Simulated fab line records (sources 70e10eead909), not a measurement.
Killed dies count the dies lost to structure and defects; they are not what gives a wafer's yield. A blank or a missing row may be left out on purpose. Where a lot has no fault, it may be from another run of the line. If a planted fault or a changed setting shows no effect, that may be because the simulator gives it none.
fab line records | flow nandHarc
record: lots: 5 | wafers: 14 | lastDay: 34
route steps=1302 shown A_SLIT@924 END@1302
lots that met no fault: taken from a fault-free run of the same line
startH: start of the lot's first displayed wafer, in hours after the record's first day | waitH: how many hours have passed since the lot's step before this one | " same as the row above | L1.1+2: a single row standing in for several wafers | - value missing, or start not given | * or withheld: withheld | < > ~ a bound
route shown NAME@n: a module of which the file shows steps, and the number in the route of the first | usual: the fault-free wafers' mean and standard deviation | same: alike in all rows | chamber/n: place in a boat | sites: the reading at each site | _std_site: standard deviation across them | _edge_site: the outer-site mean with the inner-site mean subtracted | radiusMm: how far each site lies from the wafer's centre | mask NAME#n: copy n | behind: tool/chamber where the wafer was last shaped | hold: reason for holding the lot/hours on hold/outcome of the hold | device: the n, p or np transistor that did not switch | end of line: the route-end tests of the same wafers | a step with no rows: only its recipe | killed: count of dies lost to structure and defects at first sort (not the wafer's yield) | map: dies across one wafer; x = killed, . = not, _ = none there
set.NAME: the setting as run; set.NAME@STEP: as run at that earlier step | model.NAME: the simulator's own value behind a step, which no gauge read
a table for each step, a row for each wafer; lots at some steps of the route
services: the hour from which a tool's chamber was out of use, counted from the record's first day as startH (under 0 if before that day), plus the number of hours and why
== steps ==
step: NHARC_A_SLIT_DEP_23
recipe: targetThkA: 1000 | targetThkNm: 100 | tempC: 400 | pressureTorr: 3.5 | flowSccm: 200 | rfW: 350 | material: SiON
usual: chamberPressureTorr: 3.501/0.0076 | heaterPowerW: 687/110
lot.wafer | tool     | chamber | startH | waitH | chamberPressureTorr | heaterPowerW
L480.1    | pecvd-03 | 2       | 469.84 | 3.1   | 3.505               | 572
L480.3    | "        | 0       | "      | "     | 3.484               | 593
L480.5    | "        | 0       | "      | "     | 3.502               | 623
L486.2    | pecvd-03 | 1       | 541.86 | 2.5   | 3.499               | 834
L486.6    | "        | 1       | "      | "     | 3.484               | 817
L486.5    | "        | 0       | "      | "     | 3.507               | 581
L484.6    | pecvd-03 | 2       | 543.27 | 0.1   | 3.505               | 581
L484.5    | "        | 1       | "      | "     | 3.504               | 804
L492.1    | pecvd-03 | 0       | 587.23 | 3.2   | 3.499               | 663
L492.4    | "        | 2       | "      | "     | 3.507               | 612
L492.5    | "        | 0       | "      | "     | 3.509               | 674
L499.2    | pecvd-03 | 1       | 672.08 | 2.6   | 3.507               | 832
L499.5    | "        | 1       | "      | "     | 3.512               | 844
L499.4    | "        | 2       | "      | "     | 3.502               | 579
step: NHARC_A_SLIT_DEHYDRATE_01
recipe: tempC: 150 | timeS: 120
step: NHARC_A_SLIT_HMDS_02
recipe: timeS: 30
step: NHARC_A_SLIT_COAT_03
recipe: spinRpm: 1500 | resistThkNm: 90
step: NHARC_A_SLIT_SOFTBAKE_04
recipe: tempC: 105 | timeS: 55
step: NHARC_A_SLIT_EBR_05
step: NHARC_A_SLIT_EXPOSE_06
recipe: na: 1.35 | doseMj: 60.82 | maskId: SLIT
step: NHARC_A_SLIT_PEB_07
recipe: pebTempC: 100 | pebTimeS: 65
step: NHARC_A_SLIT_DEVELOP_08
recipe: developTimeS: 35 | devTempC: 23
step: NHARC_A_SLIT_CD_MEAS_09
recipe: targetCdNm: 300 | landingEnergyEv: 500
usual: cdNm: 299.9/0.63
lot.wafer | tool     | chamber | startH | waitH | cdNm
L480.1    | cdSem-02 | 0       | 470.52 | -     | 300.1
L480.3    | "        | 0       | "      | "     | 300.2
L480.5    | "        | 0       | "      | "     | 300.2
L486.2    | cdSem-01 | 0       | 542.54 | -     | 299.4
L486.5    | "        | 0       | "      | "     | 299.3
L486.6    | "        | 0       | "      | "     | 300.5
L484.5    | cdSem-02 | 0       | 543.76 | -     | 300.2
L484.6    | "        | 0       | "      | "     | 300.3
L492.1    | cdSem-02 | 0       | 587.73 | -     | 300.0
L492.4    | "        | 0       | "      | "     | 300.6
L492.5    | "        | 0       | "      | "     | 300.8
L499.2    | cdSem-02 | 0       | 672.76 | -     | 300.4
L499.4    | "        | 0       | "      | "     | 299.9
L499.5    | "        | 0       | "      | "     | 300.3
step: NHARC_A_SLIT_OVL_MEAS_10
usual: overlayXNm: -0.1/0.89 | overlayYNm: 0.1/0.95
lot.wafer | tool       | chamber | startH | waitH | overlayXNm | overlayYNm
L480.1    | overlay-02 | -       | 470.60 | -     | -0.7       | -0.1
L480.3    | "          | -       | "      | "     | -1.2       | 0.0
L480.5    | "          | -       | "      | "     | -0.8       | 0.2
L486.2    | overlay-01 | -       | 542.62 | -     | 0.8        | -0.7
L486.5    | "          | -       | "      | "     | 0.9        | -0.2
L486.6    | "          | -       | "      | "     | 1.0        | -0.1
L484.5    | overlay-02 | -       | 543.84 | -     | -0.6       | 1.2
L484.6    | "          | -       | "      | "     | -1.0       | 1.2
L492.1    | overlay-01 | -       | 587.82 | -     | -0.9       | -1.6
L492.4    | "          | -       | "      | "     | -0.5       | -1.3
L492.5    | "          | -       | "      | "     | -0.9       | -1.5
L499.2    | overlay-01 | -       | 672.85 | -     | 1.0        | 0.3
L499.4    | "          | -       | "      | "     | 0.5        | 0.6
L499.5    | "          | -       | "      | "     | 1.1        | 0.8
step: NHARC_A_SLIT_INSPECT_11
usual: rawDefectCount: 64/26
lot.wafer | tool             | chamber | startH | waitH | rawDefectCount
L480.1    | defectInspect-01 | -       | 470.64 | 0.0   | 71
L480.3    | "                | -       | "      | "     | 67
L480.5    | "                | -       | "      | "     | 61
L486.2    | defectInspect-01 | -       | 542.66 | 0.0   | 69
L486.5    | "                | -       | "      | "     | 81
L486.6    | "                | -       | "      | "     | 78
L484.5    | defectInspect-02 | -       | 543.87 | 0.0   | 80
L484.6    | "                | -       | "      | "     | 84
L492.1    | defectInspect-02 | -       | 587.85 | 0.0   | 38
L492.4    | "                | -       | "      | "     | 49
L492.5    | "                | -       | "      | "     | 44
L499.2    | defectInspect-02 | -       | 672.88 | 0.0   | 53
L499.4    | "                | -       | "      | "     | 59
L499.5    | "                | -       | "      | "     | 55
step: NHARC_A_SLIT_DESCUM_14
recipe: timeS: 3 | o2FlowSccm: 200 | arFlowSccm: 0 | biasPowerW: 0 | chemistry: O2
usual: chamberPressureMTorr: 60.00/0.054 | drypumpMotorCurrentA: 5.7/0.52 | oesProductAu: 1.004/0.0097 | rfVppV: 57.9/0.9 | runLengthS: 23.9/0.3 | showerheadPlenumPTorr: 1.94/0.081 | throttleValvePct: 11.311/0.0098
lot.wafer | tool       | chamber | startH | waitH | chamberPressureMTorr | drypumpMotorCurrentA | oesProductAu | rfHoursCounterH | rfVppV | runLengthS | showerheadPlenumPTorr | throttleValvePct
L480.1    | rieDiel-12 | 1       | 470.70 | 0.1   | 60.00                | 5.0                  | 1.008        | 1.6             | 57.2   | 24.0       | 1.95                  | 11.297
L480.3    | "          | 2       | "      | "     | 59.89                | 5.4                  | 1.012        | 1.6             | 57.0   | 23.9       | 1.82                  | 11.288
L480.5    | "          | 3       | "      | "     | 60.02                | 5.7                  | 1.017        | -               | 58.1   | 23.4       | 2.02                  | 11.302
L486.2    | rieDiel-12 | 0       | 542.73 | 0.1   | 60.02                | 6.4                  | 0.996        | 3.5             | 58.3   | 24.0       | 2.02                  | 11.313
L486.6    | "          | 3       | "      | "     | 60.00                | 5.7                  | 1.001        | -               | 59.2   | 24.2       | 2.02                  | 11.318
L486.5    | "          | 0       | "      | "     | 60.05                | 6.4                  | 1.001        | -               | 58.1   | 24.2       | 2.02                  | 11.302
L484.5    | rieDiel-05 | 3       | 543.97 | 0.1   | 60.03                | 6.2                  | 1.005        | -               | 58.2   | 25.3       | 1.82                  | 11.304
L484.6    | "          | 0       | "      | "     | 60.07                | 5.8                  | 0.994        | -               | 59.1   | 23.8       | 1.96                  | 11.309
L492.1    | rieDiel-12 | 2       | 587.92 | 0.1   | 60.00                | 5.4                  | 1.005        | 8.2             | 57.2   | 23.9       | 1.82                  | 11.313
L492.4    | "          | 1       | "      | "     | 60.00                | 4.9                  | 0.986        | 8.7             | 57.6   | 23.8       | 1.95                  | 11.314
L492.5    | "          | 3       | "      | "     | 60.10                | 5.7                  | 1.003        | -               | 57.1   | 23.5       | 2.02                  | 11.310
L499.2    | rieDiel-05 | 2       | 672.95 | 0.1   | 60.06                | 5.5                  | 0.998        | 3.4             | 57.6   | 23.6       | 2.02                  | 11.324
L499.4    | "          | 3       | "      | "     | 60.07                | 6.2                  | 0.987        | 4.0             | 56.6   | 24.1       | 1.82                  | 11.313
L499.5    | "          | 2       | "      | "     | 59.97                | 5.5                  | 0.980        | -               | 58.3   | 24.4       | 2.02                  | 11.309
step: NHARC_A_SLIT_ETCH_24
recipe: targetDepthA: 1210 | timeS: 60.5 | cf4FlowSccm: 100 | chf3FlowSccm: 30 | arFlowSccm: 0 | rfW: 500 | biasW: 200 | chemistry: CF4/CHF3
usual: cf4FlowSccm: 99.98/0.29 | chamberPressureMTorr: 25.001/0.023 | drypumpMotorCurrentA: 5.7/0.52 | oesProductAu: 0.966/0.016 | rfVppV: 371.4/2.1 | showerheadPlenumPTorr: 1.60/0.061 | throttleValvePct: 16.802/0.009
lot.wafer | tool       | chamber | startH | waitH | cf4FlowSccm | chamberPressureMTorr | drypumpMotorCurrentA | oesProductAu | rfHoursCounterH | rfVppV | showerheadPlenumPTorr | throttleValvePct
L480.3    | rieDiel-12 | 1       | 470.80 | 0.1   | 99.75       | 24.995               | 4.9                  | 0.968        | 1.6             | 371.0  | 1.60                  | 16.787
L480.1    | "          | 3       | "      | "     | 100.41      | 24.981               | 5.7                  | 0.971        | 1.6             | 373.9  | 1.66                  | 16.820
L480.5    | "          | 1       | "      | "     | 99.45       | 24.996               | 4.9                  | 0.971        | -               | 371.7  | 1.60                  | 16.797
L486.2    | rieDiel-12 | 2       | 542.82 | 0.1   | 99.70       | 24.998               | 5.4                  | 0.997        | 6.9             | 368.0  | 1.50                  | 16.807
L486.6    | "          | 3       | "      | "     | 100.32      | 24.976               | 5.7                  | 0.978        | -               | 372.7  | 1.66                  | 16.793
L486.5    | "          | 0       | "      | "     | 100.22      | 24.989               | 6.4                  | 0.964        | -               | 373.3  | 1.66                  | 16.784
L484.5    | rieDiel-05 | 1       | 544.04 | 0.1   | 100.00      | 24.973               | 5.3                  | 0.968        | -               | 373.8  | 1.65                  | 16.792
L484.6    | "          | 2       | "      | "     | 99.92       | 24.980               | 5.5                  | 0.970        | -               | 373.8  | 1.66                  | 16.805
L492.4    | rieDiel-12 | 2       | 588.00 | 0.1   | 100.79      | 24.998               | 5.4                  | 0.974        | 8.2             | 367.2  | 1.50                  | 16.795
L492.1    | "          | 3       | "      | "     | 99.89       | 25.010               | 5.7                  | 0.966        | 10.0            | 372.2  | 1.66                  | 16.809
L492.5    | "          | 2       | "      | "     | 99.88       | 25.027               | 5.4                  | 0.961        | -               | 368.2  | 1.50                  | 16.804
L499.4    | rieDiel-05 | 3       | 673.03 | 0.1   | 100.22      | 24.970               | 6.2                  | 0.945        | 4.0             | 368.1  | 1.50                  | 16.801
L499.2    | "          | 0       | "      | "     | 99.98       | 24.959               | 5.8                  | 0.962        | 4.6             | 371.4  | 1.61                  | 16.797
L499.5    | "          | 0       | "      | "     | 100.12      | 24.960               | 5.8                  | 0.969        | -               | 371.5  | 1.60                  | 16.798
step: NHARC_END_SORT_01
recipe: tempC: 25
usual: killedAtArray: 41/10 | killedAtOther: 0.8/0.91 | killedAtPeriphery: 4.2/2.9 | killedDies: 46/10 | killedOpen: 3.5/2.1 | killedShort: 2.5/1.6
same: grossDies: 677
lot.wafer | tool      | chamber | startH | waitH | killedAtArray | killedAtOther | killedAtPeriphery | killedDies | killedOpen | killedShort
L480.1    | prober-02 | 0       | 577.89 | 2.5   | 40            | 0             | 2                 | 42         | 2          | 1
L480.3    | prober-02 | 0       | 579.47 | 3.1   | 49            | 0             | 2                 | 51         | 10         | 1
L480.5    | prober-02 | 0       | 581.04 | 3.7   | 47            | 0             | 0                 | 47         | 4          | 4
L486.2    | prober-02 | 0       | 657.64 | 2.8   | 49            | 1             | 3                 | 53         | 2          | 1
L486.5    | prober-02 | 0       | 660.02 | 3.7   | 52            | 3             | 9                 | 64         | 6          | 2
L486.6    | prober-02 | 0       | 660.82 | 4.0   | 67            | 1             | 5                 | 73         | 4          | 4
L484.5    | prober-01 | 0       | 659.90 | 3.7   | 48            | 4             | 6                 | 58         | 0          | 3
L484.6    | prober-01 | 0       | 660.69 | 4.0   | 31            | 0             | 6                 | 37         | 2          | 2
L492.1    | prober-02 | 0       | 700.50 | 2.5   | 28            | 1             | 2                 | 31         | 4          | 6
L492.4    | prober-02 | 0       | 702.94 | 3.4   | 34            | 0             | 2                 | 36         | 3          | 0
L492.5    | prober-02 | 0       | 703.75 | 3.8   | 37            | 0             | 1                 | 38         | 6          | 5
killed by level:class
L480.1 A_CHANNEL_HOLE_D1:chamberFilmFlake=16 A_SLIT:chamberFilmFlake=9 A_STAIRCASE:chamberFilmFlake=5 A_CHANNEL_HOLE_D2:chamberFilmFlake=3 A_CONTACT:chamberFilmFlake=3 P_STI:geometricParticle:short=1 A_CHANNEL_FILL_D1:geometricParticle:open=1 A_BLC:geometricParticle:open=1
L480.3 A_CHANNEL_HOLE_D1:chamberFilmFlake=13 A_SLIT:chamberFilmFlake=10 A_STAIRCASE:chamberFilmFlake=5 A_CHANNEL_HOLE_D2:chamberFilmFlake=4 A_CONTACT:unspecified=4 A_CHANNEL_FILL_D1:geometricParticle:open=3 A_CONTACT:chamberFilmFlake=3 P_M0:geometricParticle:open=1
L480.5 A_CHANNEL_HOLE_D1:chamberFilmFlake=14 A_SLIT:chamberFilmFlake=9 A_CHANNEL_HOLE_D2:chamberFilmFlake=5 A_STAIRCASE:chamberFilmFlake=4 A_CONTACT:unspecified=3 A_CONTACT:chamberFilmFlake=3 A_ONON_D1:geometricParticle:open=2 A_DECK1_JOINT:geometricParticle:short=2
L486.2 A_CHANNEL_HOLE_D1:chamberFilmFlake=20 A_SLIT:chamberFilmFlake=11 A_CHANNEL_HOLE_D2:chamberFilmFlake=8 A_CONTACT:chamberFilmFlake=7 P_STI:chamberFilmFlake=2 A_ONON_D2:geometricParticle:short=1 A_WL_FILL:geometricParticle:open=1 A_M0:geometricParticle:open=1
L484.5 A_CHANNEL_HOLE_D1:chamberFilmFlake=22 A_CHANNEL_HOLE_D2:chamberFilmFlake=9 A_STAIRCASE:chamberFilmFlake=9 P_ZERO_WELL:chamberFilmFlake=4 A_CHANNEL_FILL_D2:chamberFilmFlake=3 THIN_TSV:chamberFilmFlake=3 A_CONTACT:chamberFilmFlake=2 P_GATE:geometricParticle:short=1
L486.5 A_SLIT:chamberFilmFlake=15 A_CHANNEL_HOLE_D1:chamberFilmFlake=13 A_CHANNEL_HOLE_D2:chamberFilmFlake=10 A_CONTACT:chamberFilmFlake=5 P_M0:geometricParticle:open=4 A_CHANNEL_FILL_D1:chamberFilmFlake=3 THIN_TSV:chamberFilmFlake=3 P_STI:chamberFilmFlake=2
L484.6 A_CHANNEL_HOLE_D1:chamberFilmFlake=17 A_CHANNEL_HOLE_D2:chamberFilmFlake=5 P_ZERO_WELL:chamberFilmFlake=2 P_CONTACT:chamberFilmFlake=2 A_ZERO_WELL:chamberFilmFlake=2 A_STAIRCASE:chamberFilmFlake=2 A_CONTACT:chamberFilmFlake=2 P_GATE:geometricParticle:short=1
L486.6 A_CHANNEL_HOLE_D1:chamberFilmFlake=22 A_SLIT:chamberFilmFlake=19 A_CHANNEL_HOLE_D2:chamberFilmFlake=7 A_CHANNEL_FILL_D1:chamberFilmFlake=5 A_CONTACT:chamberFilmFlake=5 P_STI:chamberFilmFlake=3 A_M1:geometricParticle:open=2 P_M0:geometricParticle:short=1
L492.1 A_CHANNEL_HOLE_D2:chamberFilmFlake=7 A_CHANNEL_FILL_D1:geometricParticle:short=3 A_CHANNEL_HOLE_D1:chamberFilmFlake=3 A_SLIT:chamberFilmFlake=3 A_CHANNEL_FILL_D2:geometricParticle:open=2 A_CONTACT:chamberFilmFlake=2 P_CONTACT:geometricParticle:open=1 A_ONON_D1:geometricParticle:open=1
L492.4 A_CHANNEL_HOLE_D2:chamberFilmFlake=9 A_CONTACT:chamberFilmFlake=8 A_CHANNEL_HOLE_D1:chamberFilmFlake=5 A_CHANNEL_FILL_D2:chamberFilmFlake=4 A_STAIRCASE:chamberFilmFlake=4 A_DECK1_JOINT:chamberFilmFlake=2 P_CONTACT:geometricParticle:open=1 P_M0:geometricParticle:open=1
L492.5 A_CHANNEL_HOLE_D2:chamberFilmFlake=5 A_STAIRCASE:chamberFilmFlake=5 A_DECK1_JOINT:chamberFilmFlake=4 A_SLIT:chamberFilmFlake=4 A_CONTACT:chamberFilmFlake=4 A_CHANNEL_HOLE_D1:chamberFilmFlake=3 A_M0:geometricParticle:open=2 P_CONTACT:geometricParticle:open=1
== services ==
tool       | chamber | startH | hours | kind
rieDiel-12 | -       | 446.43 | 9.0   | pm
rieDiel-12 | 0       | 446.43 | 33.9  | ventCycle
rieDiel-12 | 1       | 446.43 | 9.0   | ventCycle
rieDiel-12 | 2       | 446.43 | 9.0   | ventCycle
rieDiel-12 | 3       | 446.43 | 9.0   | ventCycle
rieDiel-12 | 1       | 455.43 | -     | clean
rieDiel-12 | 1       | 455.43 | -     | consumableReplace:focusRing
rieDiel-12 | 2       | 455.43 | -     | clean
rieDiel-12 | 3       | 455.43 | -     | clean
rieDiel-12 | 1       | 479.93 | -     | clean
rieDiel-12 | 2       | 479.93 | -     | clean
rieDiel-12 | 3       | 479.93 | -     | clean
rieDiel-12 | 0       | 504.43 | -     | clean
rieDiel-12 | 1       | 504.43 | -     | clean
rieDiel-12 | 2       | 504.43 | -     | clean
rieDiel-12 | 3       | 504.43 | -     | clean
rieDiel-12 | 2       | 544.23 | 16.7  | repair
pecvd-03   | -       | 547.14 | 13.0  | pm
rieDiel-05 | 1       | 547.89 | 9.6   | repair
rieDiel-12 | 0       | 568.12 | 15.6  | repair
rieDiel-12 | 3       | 574.13 | 1.2   | repair
rieDiel-05 | -       | 583.60 | 9.0   | pm
pecvd-03   | -       | 607.19 | 0.6   | repair
rieDiel-12 | -       | 623.43 | 9.0   | pm
== key ==
firstSign: step: NHARC_A_SLIT_DESCUM_14 | reading: runLengthS | direction: up | sigmas: 4.7 | usual: * | struck: *
effect none on later readings
metAt NHARC_A_SLIT_DESCUM_14
struckWafers L484.5
testerLeftOut L484
fault: kind: processParameterDrift | tool: rieDiel-05 | chamber: - | onsetH: 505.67 | steps: NHARC_A_SLIT_DESCUM_14 | channel: timeS | offset: * | shape: step | endH: 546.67 | scope: struckWafersOnly | actsIn: * | stated: *
testerLeftOut: of these lots the tester's yield and bins aren't shown, on N5 and GAA mostly nor the transistor test; their killed dies are dies lost to structure and defects alone, not to doping, threshold or leakage, so they don't give the yield
